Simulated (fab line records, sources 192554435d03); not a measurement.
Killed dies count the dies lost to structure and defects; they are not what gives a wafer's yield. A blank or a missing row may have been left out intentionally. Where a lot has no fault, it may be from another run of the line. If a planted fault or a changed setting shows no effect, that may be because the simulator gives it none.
Split-lot trial ; flow n5 finfet ; route with 1938 steps; 7 lots, 39 wafers read

== ON THE SPLIT ==
At N5_FIN_SAQP_HM_DEP_03 (deposits SiNx from SiH4/NH3/N2, target thk 38 nm, time 33.6 s), the setting target thk a was moved away from the recipe's 380 angstrom on 12 of the 39 wafers read, by -45.2% to +35.8%. The other wafers ran this setting at the recipe's value.

== FROM THE SPLIT TO THE READING: what the file shows between them, 4 steps ==
- N5_FIN_SAQP_THK_MEAS_05
- N5_FIN_SAQP_PECVD_47: deposits a-Si from SiH4/He, target thk 45 nm, time 36.3 s
- N5_FIN_SAQP_PECVD_48: deposits SiNx from SiH4/NH3/N2, target thk 25 nm, time 22.1 s
- N5_FIN_SAQP_MANDREL2_REMOVE_60: chemistry HBr/Cl2/O2, target a-Si, stops on SiNx, bt time 10 s

== THE READING ==
etch.depth nm (the simulator's own value, which no gauge read), in nm, at N5_FIN_SAQP_HM_OPEN_33 (chemistry CH3F/O2, target SiNx, target depth 49.4 nm, time 70.6 s). The file gives no usual value for it. The 27 wafers here that ran the recipe average 37.46 nm, standard deviation 0.54 nm.

wafer;tool, chamber at the split;target thk a as run, angstrom;against the recipe;etch.depth nm, nm;against lot-mates on the recipe
L075.1;pecvd-04, 0;300.9;-20.8%;30.2;-7.86
L075.2;pecvd-04, 1;380;recipe;38.48;-
L075.3;pecvd-04, 2;380;recipe;37.73;-
L075.4;pecvd-04, 0;300.9;-20.8%;30.36;-7.70
L075.5;pecvd-04, 1;300.9;-20.8%;30.61;-7.45
L075.6;pecvd-04, 2;380;recipe;37.97;-
L076.1;pecvd-02, 0;516.1;+35.8%;50.37;+12.94
L076.2;pecvd-02, 1;380;recipe;36.68;-
L076.3;pecvd-02, 0;516.1;+35.8%;51.59;+14.16
L076.4;pecvd-02, 1;380;recipe;38.08;-
L076.5;pecvd-02, 0;516.1;+35.8%;51.74;+14.31
L076.6;pecvd-02, 1;380;recipe;37.53;-
L079.1;pecvd-01, 0;380;recipe;36.95;-
L079.2;pecvd-01, 1;380;recipe;37.36;-
L079.3;pecvd-01, 2;380;recipe;36.98;-
L079.4;pecvd-01, 0;380;recipe;37.42;-
L079.5;pecvd-01, 1;380;recipe;37.63;-
L079.6;pecvd-01, 2;380;recipe;37.4;-
L083.1;pecvd-02, 1;380;recipe;37.51;-
L083.2;pecvd-02, 2;477.8;+25.7%;47.55;+9.49
L083.3;pecvd-02, 0;477.8;+25.7%;47.79;+9.73
L083.4;pecvd-02, 2;477.8;+25.7%;48.53;+10.47
L083.5;pecvd-02, 0;380;recipe;38.2;-
L083.6;pecvd-02, 1;380;recipe;38.47;-
L084.1;pecvd-04, 2;380;recipe;36.73;-
L084.3;pecvd-04, 0;380;recipe;37.18;-
L084.4;pecvd-04, 0;380;recipe;37.3;-
L087.1;pecvd-04, 2;380;recipe;36.68;-
L087.2;pecvd-04, 0;208.3;-45.2%;20.33;-17.10
L087.3;pecvd-04, 1;380;recipe;37.25;-
L087.4;pecvd-04, 2;208.3;-45.2%;20.63;-16.80
L087.5;pecvd-04, 1;380;recipe;38.36;-
L087.6;pecvd-04, 0;208.3;-45.2%;21.21;-16.22
L089.1;pecvd-04, 0;380;recipe;37.27;-
L089.2;pecvd-04, 1;380;recipe;37.15;-
L089.3;pecvd-04, 2;380;recipe;36.95;-
L089.4;pecvd-04, 1;380;recipe;37.87;-
L089.5;pecvd-04, 0;380;recipe;36.71;-
L089.6;pecvd-04, 2;380;recipe;37.68;-

FIT RESULTS
A straight line over all 39 wafers: etch.depth nm changes by +0.377 nm for each +1% of target thk a; r = +1.00; the points scatter about the line by 0.59 nm.
The same after taking each lot's own level away (the mean of its wafers on the recipe; 39 wafers): +0.376 nm for each +1%; r = +1.00; scatter 0.45 nm.
Per that fit: largest target thk a move, reading shift of 17 nm.
The lots' own levels span 37.070 to 38.060 nm, that is 1.8 times the standard deviation above.
Hence the lot-to-lot level has little effect on the slope; both slopes agree.
Check: for one of the wafers moved furthest among these (-45.2%), held out of the fit, the line's prediction against its lot-mates is -16.9 nm. Against them it came out at -17.1 nm.

== THE WHOLE CHAIN: every reading that the file lists as answering this split, in the file's order ==
step;what it does;reading;change (the file's fit);r (the file's)
N5_FIN_SAQP_HM_DEP_03;deposits SiNx from SiH4/NH3/N2, target thk 38 nm, time 33.6 s;SiNx_of_FIN_SAQP_HM_DEP_03.thk nm (the simulator's own value, which no gauge read);+0.377 nm for each +1% of the setting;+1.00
N5_FIN_SAQP_THK_MEAS_05;;thk nm;withheld for each +1% of the setting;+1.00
N5_FIN_SAQP_HM_OPEN_33;chemistry CH3F/O2, target SiNx, target depth 49.4 nm, time 70.6 s;etch rf on time s;withheld for each +1% of the setting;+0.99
N5_FIN_SAQP_HM_OPEN_33;chemistry CH3F/O2, target SiNx, target depth 49.4 nm, time 70.6 s;etch.depth nm (the simulator's own value, which no gauge read);+0.376 nm for each +1% of the setting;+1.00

== FILE'S OWN FIT ==
etch.depth nm changes by +0.376 nm for each +1% of target thk a, r = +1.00.
